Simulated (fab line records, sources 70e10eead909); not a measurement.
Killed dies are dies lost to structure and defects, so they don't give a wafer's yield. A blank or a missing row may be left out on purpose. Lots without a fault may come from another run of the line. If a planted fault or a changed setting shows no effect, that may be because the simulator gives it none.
Matching of chambers | flow nand harc | pecvd-01 running NHARC_A_SLIT_DEP_25: 3 sister chambers
The step deposits SiO2, target thk 200 nm. 14 wafers are shown with their chamber, then 7 later ones without.

## WAFERS PAIRED WITH THEIR CHAMBERS
wafer  | chamber | throttle valve pct (%) | heater power w (W)
L081.1 | 2       | 16.6                   | 511
L081.3 | 0       | 17.0                   | 698
L081.5 | 0       | 16.9                   | 718
L083.1 | 2       | 16.9                   | 525
L083.2 | 1       | 15.9                   | 511
L083.6 | 0       | 16.7                   | 712
L085.1 | 0       | 16.8                   | 655
L085.4 | 0       | 17.1                   | 654
L085.5 | 1       | 15.6                   | 561
L089.1 | 1       | 16.2                   | 455
L089.2 | 0       | 17.1                   | 670
L089.6 | 0       | 17.1                   | 688
L090.1 | 2       | 16.6                   | 407
L090.3 | 1       | 16.3                   | 573

SIGNATURES (means of the wafers above)
reading            | chamber 0 | chamber 1 | chamber 2 | scatter within a chamber
throttle valve pct | 16.957    | 16.000    | 16.700    | 0.217
heater power w     | 685.00    | 525.00    | 481.00    | 43.8
Rule: for a wafer and a chamber, the distance is found by dividing, reading by reading, the gap between the wafer's reading and the chamber's mean by the reading's scatter, squaring, summing and taking the root. If the next closest chamber is less than 2 further off than the closest, the wafer can't be placed; otherwise it belongs to the closest. The scatter: the root of (the sum of the squares of (reading less its chamber's mean) over the shown wafers, divided by (wafers less chambers)).

## WAFERS WHOSE CHAMBER IS MISSING
wafer  | throttle valve pct (%) | heater power w (W)
L090.6 | 16.7                   | 415
L092.2 | 16.1                   | 564
L092.3 | 16.7                   | 505
L092.4 | 17.2                   | 629
L095.1 | 16.9                   | 600
L095.2 | 16.9                   | 385
L095.5 | 17.0                   | 607

## WHICH CHAMBER EACH ONE RAN IN
wafer  | from the rows above     | in truth
L090.6 | 2                       | 2
L092.2 | 1                       | 1
L092.3 | 2                       | 2
L092.4 | 0                       | 0
L095.1 | can't be placed: 0 or 2 | 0
L095.2 | 2                       | 2
L095.5 | can't be placed: 0 or 2 | 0
Correct placement for 5 of the 7. Unplaceable from these rows: 2, with the true chamber sitting among the candidates in 2. Placed wrongly: 0.
